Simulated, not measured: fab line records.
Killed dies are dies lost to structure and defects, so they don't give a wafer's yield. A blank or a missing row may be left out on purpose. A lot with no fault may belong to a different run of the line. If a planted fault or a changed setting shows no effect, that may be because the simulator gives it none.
fab line records    flow nandHarc
record lots=24  wafers=72  lastDay=34
route steps=1302 shown A_CONTACT@1051 A_BLC@1131
lots with no fault: from the same line, run without faults
startH: hours from the record's first day to the start of the lot's first wafer shown    waitH: hours since the lot's step before    " the same as in the row above    L1.1+2: one row covering several wafers at once    - no value, or no start given    * or withheld: withheld    < > ~ a bound
route shown NAME@n: names a module that has steps shown in the file, with the first one's number in the route    usual: mean and standard deviation over wafers with no fault    same: alike in all rows    chamber/n: place in a boat    sites: each site's reading    _std_site: standard deviation across them    _edge_site: inner sites' mean taken away from outer sites' mean    radiusMm: for every site, how far away it sits from the centre of the wafer    mask NAME#n: copy n    behind: the last tool/chamber to shape the wafer    hold: what put the lot on hold/how long, in hours/how the hold closed    device: the n, p or np transistor that did not switch    end of line: at the end of the route, the tests of the same wafers    a step given without rows: its recipe and nothing more    killed: dies that structure and defects cost at the first sort, which is not the same as the wafer's yield    map: the dies of a wafer, with x for killed, . for not killed, _ for no die there
set.NAME: the setting the step ran with; set.NAME@STEP: the setting that earlier step ran with    model.NAME: the simulator's own value behind a step, which no gauge read
steps of the route over a sample of lots; a table a step, a row a wafer
services: a tool's chamber out of use, with start hour (startH, from the record's first day; less than 0 if before it), hours out, and reason
## steps
# step NHARC_A_CONTACT_ETCH_128
# recipe sourceW=withheld  pressureMtorr=20  biasV=3000  timeS=197  targetDepthA=19180  arFlowSccm=withheld  c4f8FlowSccm=withheld  o2FlowSccm=withheld  chemistry=C4F8/O2/Ar
lot.wafer  tool           chamber  startH  waitH  rfHoursCounterH
L074.2     harCapEtch-02  1        507.96  0.1    84
L074.1     "              0        "       "      84
L074.3     "              1        "       "      -
L075.2     harCapEtch-02  0        510.00  0.1    86
L075.1     "              1        "       "      86
L075.4     "              0        "       "      -
L076.3     harCapEtch-03  0        513.57  0.1    -
L076.6     "              0        "       "      -
L076.5     "              1        "       "      -
L077.1     harCapEtch-03  0        529.30  0.1    47
L077.2     "              1        "       "      47
L077.3     "              1        "       "      -
L078.1     harCapEtch-01  0        540.59  0.1    5
L078.4     "              1        "       "      -
L078.5     "              0        "       "      -
L080.1     harCapEtch-03  0        562.91  0.1    52
L080.2     "              1        "       "      52
L080.4     "              1        "       "      -
L079.4     harCapEtch-01  0        565.93  0.1    -
L079.6     "              1        "       "      -
L079.5     "              0        "       "      -
L081.2     harCapEtch-02  0        574.82  0.1    99
L081.3     "              0        "       "      -
L081.6     "              0        "       "      -
L082.2     harCapEtch-03  0        581.98  0.1    56
L082.6     "              0        "       "      -
L082.5     "              1        "       "      -
L084.2     harCapEtch-03  1        597.33  0.1    60
L084.4     "              0        "       "      -
L084.6     "              1        "       "      -
L083.2     harCapEtch-01  1        600.88  0.1    15
L083.4     "              1        "       "      -
L083.5     "              0        "       "      -
L085.2     harCapEtch-02  0        604.96  0.1    105
L085.3     "              0        "       "      -
L085.4     "              1        "       "      -
L086.2     harCapEtch-02  1        630.65  0.1    108
L086.3     "              0        "       "      -
L086.5     "              0        "       "      -
L087.2     harCapEtch-03  0        634.18  0.1    65
L087.3     "              0        "       "      -
L087.4     "              1        "       "      -
L089.1     harCapEtch-01  0        646.62  0.1    24
L089.2     "              1        "       "      24
L089.4     "              1        "       "      -
L090.2     harCapEtch-03  0        648.89  0.1    69
L090.3     "              0        "       "      -
L090.6     "              1        "       "      -
L088.2     harCapEtch-02  0        650.52  0.1    114
L088.3     "              1        "       "      -
L088.6     "              1        "       "      -
L091.1     harCapEtch-02  0        683.50  0.1    117
L091.4     "              1        "       "      -
L091.3     "              0        "       "      -
L092.1     harCapEtch-01  0        686.69  0.1    29
L092.5     "              1        "       "      -
L092.6     "              0        "       "      -
L093.1     harCapEtch-02  0        699.79  0.1    120
L093.3     "              1        "       "      -
L093.5     "              1        "       "      -
L094.4     harCapEtch-01  1        704.85  0.1    -
L094.3     "              0        "       "      -
L094.5     "              1        "       "      -
L095.1     harCapEtch-01  0        716.98  0.1    36
L095.4     "              1        "       "      -
L095.5     "              0        "       "      -
L096.3     harCapEtch-03  0        718.51  0.1    -
L096.4     "              1        "       "      -
L096.5     "              1        "       "      -
L097.1     harCapEtch-03  1        728.69  0.1    84
L097.4     "              1        "       "      -
L097.5     "              0        "       "      -
# step NHARC_A_CONTACT_ETCH_129
# recipe sourceW=withheld  pressureMtorr=20  biasV=3000  timeS=197  targetDepthA=19180  arFlowSccm=withheld  c4f8FlowSccm=withheld  o2FlowSccm=withheld  chemistry=C4F8/O2/Ar
lot.wafer  tool           chamber  startH  waitH  rfHoursCounterH
L074.2     harCapEtch-02  1        508.14  0.1    84
L074.1     "              0        "       "      84
L074.3     "              1        "       "      -
L075.2     harCapEtch-02  0        510.18  0.1    86
L075.1     "              1        "       "      86
L075.4     "              0        "       "      -
L076.3     harCapEtch-03  0        513.75  0.1    -
L076.6     "              0        "       "      -
L076.5     "              1        "       "      -
L077.1     harCapEtch-03  0        529.48  0.1    47
L077.2     "              1        "       "      47
L077.3     "              1        "       "      -
L078.1     harCapEtch-01  0        540.77  0.1    5
L078.4     "              1        "       "      -
L078.5     "              0        "       "      -
L080.1     harCapEtch-03  0        563.09  0.1    52
L080.2     "              1        "       "      52
L080.4     "              1        "       "      -
L079.4     harCapEtch-01  0        566.11  0.1    -
L079.6     "              1        "       "      -
L079.5     "              0        "       "      -
L081.2     harCapEtch-02  0        575.00  0.1    99
L081.3     "              0        "       "      -
L081.6     "              0        "       "      -
L082.2     harCapEtch-03  0        582.16  0.1    56
L082.6     "              0        "       "      -
L082.5     "              1        "       "      -
L084.2     harCapEtch-03  1        597.51  0.1    60
L084.4     "              0        "       "      -
L084.6     "              1        "       "      -
L083.2     harCapEtch-01  1        601.06  0.1    15
L083.4     "              1        "       "      -
L083.5     "              0        "       "      -
L085.2     harCapEtch-02  0        605.13  0.1    105
L085.3     "              0        "       "      -
L085.4     "              1        "       "      -
L086.2     harCapEtch-02  1        630.83  0.2    108
L086.3     "              0        "       "      -
L086.5     "              0        "       "      -
L087.2     harCapEtch-03  0        634.35  0.1    66
L087.3     "              0        "       "      -
L087.4     "              1        "       "      -
L089.1     harCapEtch-01  0        646.79  0.1    24
L089.2     "              1        "       "      24
L089.4     "              1        "       "      -
L090.2     harCapEtch-03  0        649.07  0.1    70
L090.3     "              0        "       "      -
L090.6     "              1        "       "      -
L088.2     harCapEtch-02  0        650.70  0.1    114
L088.3     "              1        "       "      -
L088.6     "              1        "       "      -
L091.1     harCapEtch-02  0        683.67  0.1    117
L091.4     "              1        "       "      -
L091.3     "              0        "       "      -
L092.1     harCapEtch-01  0        686.86  0.1    29
L092.5     "              1        "       "      -
L092.6     "              0        "       "      -
L093.1     harCapEtch-02  0        699.97  0.1    120
L093.3     "              1        "       "      -
L093.5     "              1        "       "      -
L094.4     harCapEtch-01  1        705.03  0.1    -
L094.3     "              0        "       "      -
L094.5     "              1        "       "      -
L095.1     harCapEtch-01  0        717.15  0.1    36
L095.4     "              1        "       "      -
L095.5     "              0        "       "      -
L096.3     harCapEtch-03  0        718.68  0.1    -
L096.4     "              1        "       "      -
L096.5     "              1        "       "      -
L097.1     harCapEtch-03  1        728.86  0.1    84
L097.4     "              1        "       "      -
L097.5     "              0        "       "      -
# step NHARC_A_CONTACT_ETCH_31
# recipe targetDepthA=28000  overEtchFrac=0.3  timeS=728  ionEnergyEv=150  o2FlowSccm=400  cosFlowSccm=20  arFlowSccm=0  rfW=500  biasW=300  chemistry=O2/COS
# usual drypumpMotorCurrentA=5.7/0.44  oesProductAu=1.000/0.0061  rfVppV=314.6/2.5  showerheadPlenumPTorr=3.16/0.16  throttleValvePct=28.331/0.01
lot.wafer  tool        chamber  startH  waitH  drypumpMotorCurrentA  oesProductAu  rfHoursCounterH  rfVppV  showerheadPlenumPTorr  throttleValvePct
L074.1     rieDiel-04  3        -       -      5.5                   1.009         47               317.8   3.35                   28.316
L074.2     "           0        "       "      6.2                   1.004         48               312.1   2.96                   28.325
L074.3     "           2        "       "      6.3                   1.006         53               315.0   3.19                   28.328
L075.1     rieDiel-05  2        -       -      5.8                   1.008         15               312.8   2.96                   28.322
L075.2     "           1        "       "      5.1                   0.996         14               317.6   3.30                   28.342
L075.4     "           3        "       "      5.2                   1.006         -                318.2   3.36                   28.321
L076.3     rieDiel-04  2        -       -      6.3                   0.995         54               316.2   3.18                   28.327
L076.5     "           1        "       "      6.3                   0.992         -                312.6   3.01                   28.338
L076.6     "           2        "       "      6.3                   0.993         -                315.3   3.18                   28.347
L077.2     rieDiel-01  0        -       -      5.7                   1.003         55               311.9   2.99                   28.332
L077.1     "           1        "       "      5.4                   1.006         56               312.9   3.03                   28.338
L077.3     "           2        "       "      6.1                   0.997         58               315.2   3.34                   28.314
L078.4     rieDiel-05  0        -       -      6.1                   0.990         16               313.9   3.10                   28.307
L078.1     "           2        "       "      5.9                   0.993         20               312.6   2.96                   28.324
L078.5     "           1        "       "      5.1                   1.001         -                316.8   3.30                   28.346
L080.2     rieDiel-05  0        -       -      6.0                   0.987         21               313.0   3.09                   28.328
L080.4     "           1        "       "      5.1                   0.995         23               316.4   3.30                   28.331
L080.1     "           2        "       "      5.8                   0.998         25               311.6   2.96                   28.326
L079.4     rieDiel-01  2        -       -      6.1                   0.999         1                316.7   3.34                   28.331
L079.6     "           0        "       "      5.6                   1.000         -                312.4   2.98                   28.351
L079.5     "           1        "       "      5.4                   1.008         -                312.6   3.02                   28.330
L081.2     rieDiel-05  1        -       -      5.1                   1.003         26               317.4   3.30                   28.338
L081.3     "           3        "       "      5.2                   1.008         31               317.8   3.36                   28.339
L081.6     "           1        "       "      5.1                   0.993         -                315.0   3.30                   28.323
L082.2     rieDiel-04  2        -       -      6.3                   0.993         15               313.5   3.18                   28.343
L082.5     "           3        "       "      5.5                   0.993         -                316.0   3.34                   28.337
L082.6     "           0        "       "      6.2                   0.996         -                312.9   2.95                   28.364
L084.2     rieDiel-04  0        -       -      6.2                   0.997         21               311.9   2.95                   28.317
L084.4     "           3        "       "      5.5                   1.004         21               317.5   3.33                   28.330
L084.6     "           0        "       "      6.2                   1.011         -                310.9   2.95                   28.318
L083.2     rieDiel-05  1        -       -      5.1                   1.007         3                315.6   3.29                   28.327
L083.4     "           0        "       "      6.0                   1.001         3                311.8   3.09                   28.317
L083.5     "           2        "       "      5.9                   1.007         -                312.1   2.96                   28.344
L085.3     rieDiel-05  2        -       -      5.8                   1.000         4                311.5   2.96                   28.324
L085.2     "           3        "       "      5.2                   0.998         4                316.8   3.35                   28.334
L085.4     "           0        "       "      6.0                   0.990         4                312.2   3.09                   28.335
L086.3     rieDiel-04  3        -       -      5.4                   1.004         36               317.4   3.33                   28.338
L086.2     "           1        "       "      6.3                   0.998         28               312.8   2.99                   28.308
L086.5     "           3        "       "      5.5                   1.005         -                317.2   3.33                   28.328
L087.4     rieDiel-05  3        -       -      5.2                   0.997         8                318.5   3.35                   28.326
L087.2     "           1        "       "      5.1                   0.996         8                316.2   3.29                   28.340
L087.3     "           2        "       "      5.9                   1.004         9                310.9   2.95                   28.322
L089.4     rieDiel-01  1        -       -      5.4                   1.014         35               311.9   3.01                   28.328
L089.2     "           3        "       "      6.0                   1.004         27               316.1   3.30                   28.342
L089.1     "           0        "       "      5.7                   1.004         32               312.6   2.97                   28.343
L090.2     rieDiel-05  0        -       -      6.0                   1.001         11               313.4   3.09                   28.326
L090.3     "           3        "       "      5.2                   0.992         11               317.9   3.35                   28.330
L090.6     "           0        "       "      6.0                   1.005         -                314.5   3.09                   28.340
L088.2     rieDiel-05  3        -       -      5.2                   0.993         11               318.2   3.35                   28.329
L088.3     "           1        "       "      5.1                   1.004         12               316.5   3.29                   28.323
L088.6     "           0        "       "      6.1                   0.999         -                313.1   3.09                   28.343
L091.1     rieDiel-01  2        -       -      6.1                   1.008         44               316.7   3.32                   28.327
L091.3     "           3        "       "      5.9                   1.006         40               317.7   3.29                   28.347
L091.4     "           1        "       "      5.4                   1.006         47               312.5   3.00                   28.331
L092.1     rieDiel-05  1        -       -      5.0                   1.001         17               317.3   3.29                   28.336
L092.6     "           1        "       "      5.0                   1.006         -                317.3   3.29                   28.329
L092.5     "           2        "       "      5.8                   0.998         -                312.3   2.95                   28.342
L093.3     rieDiel-01  3        -       -      5.9                   1.005         46               315.5   3.29                   28.325
L093.1     "           1        "       "      5.4                   0.996         53               311.3   3.00                   28.329
L093.5     "           2        "       "      6.1                   0.997         -                318.2   3.31                   28.337
L094.3     rieDiel-05  2        -       -      5.9                   0.999         21               312.1   2.95                   28.306
L094.4     "           3        "       "      5.2                   0.998         19               317.4   3.35                   28.316
L094.5     "           1        "       "      5.1                   1.002         -                316.9   3.29                   28.337
L095.4     rieDiel-05  3        -       -      5.2                   0.999         22               318.0   3.34                   28.335
L095.1     "           0        "       "      6.0                   0.993         21               314.3   3.08                   28.331
L095.5     "           3        "       "      5.2                   0.998         -                317.1   3.34                   28.317
L096.3     rieDiel-04  2        -       -      6.3                   0.992         3                314.8   3.16                   28.333
L096.4     "           3        "       "      5.5                   1.000         4                316.3   3.31                   28.326
L096.5     "           0        "       "      6.2                   0.993         -                311.6   2.93                   28.356
L097.4     rieDiel-05  1        -       -      5.1                   1.008         25               317.2   3.28                   28.326
L097.1     "           3        "       "      5.2                   1.011         25               317.4   3.34                   28.325
L097.5     "           1        "       "      5.0                   1.002         -                316.5   3.28                   28.313
# step NHARC_A_CONTACT_ETCH_135
# recipe sourceW=withheld  pressureMtorr=20  biasV=1200  timeS=311  targetDepthA=19120  arFlowSccm=withheld  c4f8FlowSccm=withheld  o2FlowSccm=withheld  chemistry=C4F8/O2/Ar
lot.wafer  tool           chamber  startH  waitH  rfHoursCounterH
L074.1     harCapEtch-01  0        517.41  0.2    0
L074.2     "              1        "       "      0
L074.3     "              0        "       "      -
L075.2     harCapEtch-03  0        519.23  0.2    45
L075.1     "              1        "       "      45
L075.4     "              0        "       "      -
L076.3     harCapEtch-01  0        523.22  0.3    -
L076.5     "              0        "       "      -
L076.6     "              1        "       "      -
L077.2     harCapEtch-03  1        536.62  0.2    48
L077.1     "              0        "       "      48
L077.3     "              0        "       "      -
L078.1     harCapEtch-02  1        547.90  0.2    93
L078.4     "              1        "       "      -
L078.5     "              0        "       "      -
L080.2     harCapEtch-02  0        571.96  0.2    97
L080.1     "              1        "       "      97
L080.4     "              0        "       "      -
L079.4     harCapEtch-01  0        573.81  0.2    -
L079.5     "              0        "       "      -
L079.6     "              1        "       "      -
L081.2     harCapEtch-01  1        582.70  0.2    11
L081.3     "              0        "       "      -
L081.6     "              0        "       "      -
L082.2     harCapEtch-01  1        588.72  0.2    13
L082.5     "              0        "       "      -
L082.6     "              1        "       "      -
L084.2     harCapEtch-03  0        605.56  0.2    61
L084.4     "              0        "       "      -
L084.6     "              1        "       "      -
L083.2     harCapEtch-01  0        607.99  0.2    16
L083.4     "              1        "       "      -
L083.5     "              1        "       "      -
L085.2     harCapEtch-02  1        614.31  0.2    106
L085.3     "              0        "       "      -
L085.4     "              1        "       "      -
L086.2     harCapEtch-01  1        640.42  0.2    22
L086.3     "              1        "       "      -
L086.5     "              0        "       "      -
L087.2     harCapEtch-02  1        643.05  0.2    112
L087.3     "              1        "       "      -
L087.4     "              0        "       "      -
L089.1     harCapEtch-01  1        653.43  0.2    25
L089.2     "              0        "       "      25
L089.4     "              0        "       "      -
L090.2     harCapEtch-03  1        655.74  0.2    71
L090.3     "              0        "       "      -
L090.6     "              0        "       "      -
L088.2     harCapEtch-02  1        657.41  0.2    115
L088.3     "              0        "       "      -
L088.6     "              0        "       "      -
L091.1     harCapEtch-02  0        691.85  0.2    118
L091.4     "              1        "       "      -
L091.3     "              0        "       "      -
L092.1     harCapEtch-03  0        695.97  0.2    77
L092.5     "              1        "       "      -
L092.6     "              0        "       "      -
L093.1     harCapEtch-01  1        707.49  0.2    34
L093.3     "              0        "       "      -
L093.5     "              1        "       "      -
L094.3     harCapEtch-03  0        711.73  0.2    -
L094.4     "              1        "       "      -
L094.5     "              1        "       "      -
L095.1     harCapEtch-01  0        723.70  0.2    37
L095.4     "              1        "       "      -
L095.5     "              0        "       "      -
L096.4     harCapEtch-01  1        728.12  0.2    -
L096.3     "              0        "       "      -
L096.5     "              0        "       "      -
L097.1     harCapEtch-01  0        736.52  0.2    40
L097.4     "              0        "       "      -
L097.5     "              0        "       "      -
# step NHARC_A_CONTACT_ETCH_92
# recipe targetDepthA=400  overEtchFrac=0.5  timeS=85.7  ionEnergyEv=120  ch3fFlowSccm=50  o2FlowSccm=30  arFlowSccm=200  rfW=500  biasW=100  chemistry=CH3F/O2
# usual drypumpMotorCurrentA=5.7/0.42  oesProductAu=0.943/0.028  rfVppV=244.7/1.9  showerheadPlenumPTorr=2.48/0.13  throttleValvePct=20.662/0.0091
lot.wafer  tool        chamber  startH  waitH  drypumpMotorCurrentA  oesProductAu  rfHoursCounterH  rfVppV  showerheadPlenumPTorr  throttleValvePct
L074.2     rieDiel-05  3        519.05  0.5    5.2                   0.928         19               246.3   2.65                   20.650
L074.1     "           1        "       "      5.1                   0.931         15               247.6   2.60                   20.664
L074.3     "           2        "       "      5.9                   0.924         16               244.3   2.33                   20.652
L075.2     rieDiel-04  2        520.89  0.5    6.3                   0.931         54               245.2   2.51                   20.641
L075.4     "           0        "       "      6.2                   0.930         49               242.6   2.33                   20.662
L075.1     "           1        "       "      6.3                   0.920         53               243.7   2.37                   20.672
L076.3     rieDiel-05  3        525.22  0.5    5.1                   0.931         20               245.5   2.65                   20.678
L076.5     "           1        "       "      5.1                   0.919         -                245.6   2.60                   20.669
L076.6     "           2        "       "      5.8                   0.925         -                241.9   2.33                   20.658
L077.3     rieDiel-05  1        538.25  0.4    5.1                   0.929         17               247.9   2.60                   20.664
L077.2     "           3        "       "      5.2                   0.924         22               245.6   2.65                   20.672
L077.1     "           0        "       "      6.0                   0.919         15               244.2   2.44                   20.670
L078.1     rieDiel-01  2        549.56  0.5    6.1                   0.930         61               246.8   2.64                   20.673
L078.4     "           3        "       "      5.9                   0.935         55               246.3   2.61                   20.669
L078.5     "           2        "       "      6.1                   0.940         -                247.9   2.64                   20.671
L080.1     rieDiel-01  1        573.62  0.5    5.4                   0.997         1                243.8   2.38                   20.659
L080.4     "           2        "       "      6.1                   0.999         1                247.0   2.63                   20.685
L080.2     "           3        "       "      5.9                   1.004         1                246.0   2.61                   20.663
L079.4     rieDiel-05  3        575.42  0.5    5.2                   1.006         -                247.5   2.65                   20.666
L079.6     "           0        "       "      6.1                   0.988         -                243.5   2.43                   20.659
L079.5     "           1        "       "      5.1                   1.006         -                245.4   2.60                   20.665
L081.3     rieDiel-04  2        584.29  0.4    6.3                   0.931         12               244.5   2.50                   20.659
L081.2     "           1        "       "      6.3                   0.924         12               242.6   2.36                   20.649
L081.6     "           2        "       "      6.3                   0.927         -                245.1   2.50                   20.659
L082.2     rieDiel-01  2        590.34  0.5    6.1                   0.918         8                246.5   2.63                   20.660
L082.5     "           0        "       "      5.7                   0.925         -                243.4   2.34                   20.660
L082.6     "           1        "       "      5.4                   0.929         -                242.6   2.38                   20.660
L084.2     rieDiel-01  3        607.24  0.5    5.9                   1.002         13               246.6   2.61                   20.655
L084.4     "           0        "       "      5.6                   0.996         14               243.3   2.34                   20.665
L084.6     "           1        "       "      5.4                   1.003         -                242.9   2.37                   20.654
L083.4     rieDiel-05  3        609.59  0.4    5.2                   0.952         3                246.1   2.65                   20.663
L083.2     "           0        "       "      6.0                   0.961         3                243.9   2.43                   20.651
L083.5     "           0        "       "      6.0                   0.961         -                245.5   2.43                   20.650
L085.3     rieDiel-05  2        616.28  0.4    5.8                   0.953         4                243.0   2.33                   20.687
L085.4     "           3        "       "      5.2                   0.943         4                245.1   2.65                   20.657
L085.2     "           0        "       "      6.1                   0.963         4                243.4   2.43                   20.665
L086.2     rieDiel-01  1        642.07  0.5    5.4                   1.006         30               242.9   2.37                   20.674
L086.3     "           2        "       "      6.1                   1.005         26               246.8   2.62                   20.674
L086.5     "           0        "       "      5.6                   1.010         -                244.0   2.34                   20.667
L087.4     rieDiel-04  3        644.70  0.4    5.5                   0.926         37               248.3   2.62                   20.654
L087.3     "           0        "       "      6.2                   0.923         36               242.9   2.31                   20.668
L087.2     "           2        "       "      6.3                   0.928         30               244.6   2.50                   20.645
L089.4     rieDiel-01  2        655.09  0.4    6.1                   0.925         31               247.2   2.62                   20.657
L089.2     "           3        "       "      5.9                   0.921         27               246.9   2.60                   20.664
L089.1     "           0        "       "      5.7                   0.922         32               241.6   2.33                   20.669
L090.2     rieDiel-05  0        657.33  0.5    6.0                   0.939         12               243.6   2.43                   20.661
L090.3     "           2        "       "      5.9                   0.928         12               241.9   2.32                   20.658
L090.6     "           0        "       "      6.0                   0.928         -                242.1   2.43                   20.685
L088.3     rieDiel-04  1        659.07  0.4    6.3                   0.923         33               244.2   2.35                   20.655
L088.2     "           0        "       "      6.2                   0.928         43               240.7   2.31                   20.662
L088.6     "           1        "       "      6.3                   0.924         -                242.2   2.35                   20.665
L091.1     rieDiel-05  3        693.47  0.5    5.2                   0.934         16               245.5   2.64                   20.665
L091.3     "           0        "       "      6.0                   0.933         15               244.0   2.43                   20.675
L091.4     "           1        "       "      5.1                   0.929         16               246.3   2.59                   20.659
L092.1     rieDiel-04  3        697.59  0.5    5.5                   0.928         56               245.3   2.61                   20.654
L092.6     "           2        "       "      6.3                   0.913         -                244.9   2.49                   20.667
L092.5     "           3        "       "      5.5                   0.927         -                245.9   2.61                   20.678
L093.3     rieDiel-01  2        709.08  0.4    6.1                   0.933         50               247.0   2.61                   20.664
L093.1     "           1        "       "      5.4                   0.937         53               243.1   2.36                   20.669
L093.5     "           2        "       "      6.1                   0.922         -                246.9   2.61                   20.667
L094.3     rieDiel-05  2        713.29  0.4    5.9                   0.943         21               242.6   2.32                   20.659
L094.4     "           0        "       "      6.1                   0.940         18               244.3   2.43                   20.659
L094.5     "           3        "       "      5.2                   0.933         -                244.7   2.64                   20.648
L095.1     rieDiel-05  3        725.32  0.5    5.2                   0.937         23               247.2   2.64                   20.663
L095.4     "           1        "       "      5.1                   0.938         22               245.2   2.59                   20.644
L095.5     "           2        "       "      5.8                   0.928         -                242.9   2.32                   20.653
L096.3     rieDiel-01  2        729.67  0.4    6.1                   0.919         59               246.1   2.61                   20.653
L096.4     "           0        "       "      5.7                   0.917         64               243.5   2.32                   20.668
L096.5     "           2        "       "      6.1                   0.926         -                246.3   2.61                   20.669
L097.4     rieDiel-05  3        738.19  0.5    5.2                   0.937         25               246.2   2.64                   20.670
L097.1     "           0        "       "      6.1                   0.940         24               244.6   2.42                   20.659
L097.5     "           2        "       "      5.9                   0.930         -                242.0   2.32                   20.665
# step NHARC_A_BLC_ALD_23
# recipe targetThkA=30  pulseTimeS=1  aldCycles=150  tempC=450  material=TiN
# usual heaterPowerOuterW=678/46  heaterPowerW=1032/67  precursorPulseHeightRel=0.999/0.022
lot.wafer  tool         chamber  startH  waitH  heaterPowerOuterW  heaterPowerW  precursorPulseHeightRel  sinceWetCleanH
L074.1     aldMetal-04  2        524.22  -      693                1112          1.030                    40
L074.2     "            3        "       "      725                1097          0.966                    40
L074.3     "            1        "       "      731                1038          1.029                    40
L075.1     aldMetal-03  2        526.07  -      647                1038          1.021                    126
L075.2     "            0        "       "      606                884           1.004                    126
L075.4     "            3        "       "      692                1012          1.000                    -
L076.3     aldMetal-02  1        530.71  -      684                1033          0.997                    89
L076.5     "            3        "       "      574                896           1.031                    -
L076.6     "            0        "       "      733                1118          1.008                    -
L077.1     aldMetal-02  0        543.59  -      758                1129          0.994                    102
L077.3     "            1        "       "      659                1028          1.002                    102
L077.2     "            2        "       "      715                1043          1.019                    102
L078.1     aldMetal-02  0        555.34  -      752                1107          1.005                    113
L078.4     "            2        "       "      698                1027          1.009                    113
L078.5     "            3        "       "      581                895           1.034                    -
L080.2     aldMetal-03  1        578.91  -      673                1008          0.974                    1
L080.4     "            2        "       "      682                1116          1.021                    1
L080.1     "            0        "       "      599                905           1.015                    1
L079.6     aldMetal-02  1        580.79  -      673                1013          1.014                    -
L079.5     "            3        "       "      579                879           0.984                    -
L079.4     "            0        "       "      744                1096          0.981                    -
L081.2     aldMetal-04  3        589.78  -      723                1092          1.004                    106
L081.3     "            2        "       "      676                1092          0.985                    106
L081.6     "            0        "       "      666                989           1.024                    -
L082.2     aldMetal-04  0        595.72  -      684                1011          0.972                    112
L082.5     "            1        "       "      720                1070          0.986                    -
L082.6     "            2        "       "      680                1105          1.011                    -
L084.4     aldMetal-03  2        612.46  -      667                1081          1.017                    34
L084.2     "            1        "       "      671                1010          0.998                    35
L084.6     "            3        "       "      677                995           1.035                    -
L083.2     aldMetal-04  0        615.09  -      666                1015          0.982                    131
L083.4     "            2        "       "      689                1077          1.050                    131
L083.5     "            0        "       "      663                992           1.003                    -
L085.4     aldMetal-02  2        621.88  -      695                1018          1.029                    2
L085.3     "            0        "       "      739                1157          0.986                    2
L085.2     "            1        "       "      647                1016          0.981                    2
L086.3     aldMetal-04  1        647.35  -      712                1090          1.017                    163
L086.2     "            2        "       "      695                1086          1.020                    163
L086.5     "            1        "       "      712                1094          0.975                    -
L087.4     aldMetal-03  3        649.87  -      672                989           0.987                    72
L087.3     "            0        "       "      596                885           0.979                    72
L087.2     "            2        "       "      679                1128          0.998                    72
L089.1     aldMetal-03  0        661.08  -      595                876           1.029                    83
L089.4     "            1        "       "      668                1041          1.029                    83
L089.2     "            3        "       "      700                1015          1.048                    83
L090.3     aldMetal-04  2        662.56  -      623                1041          1.020                    0
L090.2     "            3        "       "      748                1098          0.975                    0
L090.6     "            3        "       "      736                1082          0.991                    -
L088.2     aldMetal-03  3        664.27  -      676                986           0.986                    86
L088.3     "            1        "       "      684                1046          0.985                    86
L088.6     "            0        "       "      580                897           1.002                    -
L091.1     aldMetal-04  3        698.62  -      739                1099          0.980                    37
L091.4     "            0        "       "      711                1033          1.022                    37
L091.3     "            1        "       "      701                1038          0.972                    37
L092.1     aldMetal-04  1        702.59  -      688                1080          1.011                    40
L092.5     "            1        "       "      708                1065          1.022                    -
L092.6     "            2        "       "      634                998           0.994                    -
L093.3     aldMetal-02  3        714.35  -      593                919           1.016                    94
L093.1     "            0        "       "      722                1128          0.981                    94
L093.5     "            2        "       "      667                1021          1.044                    -
L094.3     aldMetal-04  2        718.49  -      629                1030          0.944                    56
L094.4     "            0        "       "      700                1071          1.011                    56
L094.5     "            1        "       "      694                1080          1.011                    -
L095.1     aldMetal-04  0        730.36  -      696                1064          1.005                    68
L095.4     "            1        "       "      688                1020          1.024                    68
L095.5     "            0        "       "      701                995           1.006                    -
L096.3     aldMetal-02  1        734.84  -      677                1007          0.988                    115
L096.4     "            3        "       "      612                920           0.981                    115
L096.5     "            2        "       "      702                1037          0.989                    -
L097.1     aldMetal-04  1        743.64  -      705                1059          1.005                    82
L097.4     "            3        "       "      738                1097          1.009                    82
L097.5     "            2        "       "      657                1018          1.012                    -
## services
tool           chamber  startH  hours  kind
aldMetal-04    3        485.57  8.5    repair
rieDiel-05     -        494.31  0.5    repair
harCapEtch-01  -        499.30  17.0   pm
rieDiel-01     1        507.78  6.3    repair
rieDiel-05     0        511.09  9.4    repair
harCapEtch-01  -        521.88  0.6    repair
rieDiel-01     -        523.00  1.1    repair
aldMetal-03    1        523.82  12.5   repair
rieDiel-04     -        532.24  9.0    pm
aldMetal-03    -        553.40  2.1    repair
rieDiel-01     -        560.45  9.0    pm
aldMetal-03    -        568.00  10.0   pm
aldMetal-02    2        580.49  3.6    repair
rieDiel-05     -        583.60  9.0    pm
aldMetal-02    -        589.34  1.3    repair
aldMetal-02    -        610.00  10.0   pm
rieDiel-01     3        623.38  3.3    repair
rieDiel-05     1        631.10  2.5    repair
aldMetal-04    -        652.14  10.0   pm
rieDiel-05     0        678.00  13.1   repair
rieDiel-01     3        708.29  2.5    repair
rieDiel-04     -        709.30  9.0    pm
harCapEtch-01  -        733.05  0.3    repair
rieDiel-01     -        737.48  9.0    pm
## key
fault none
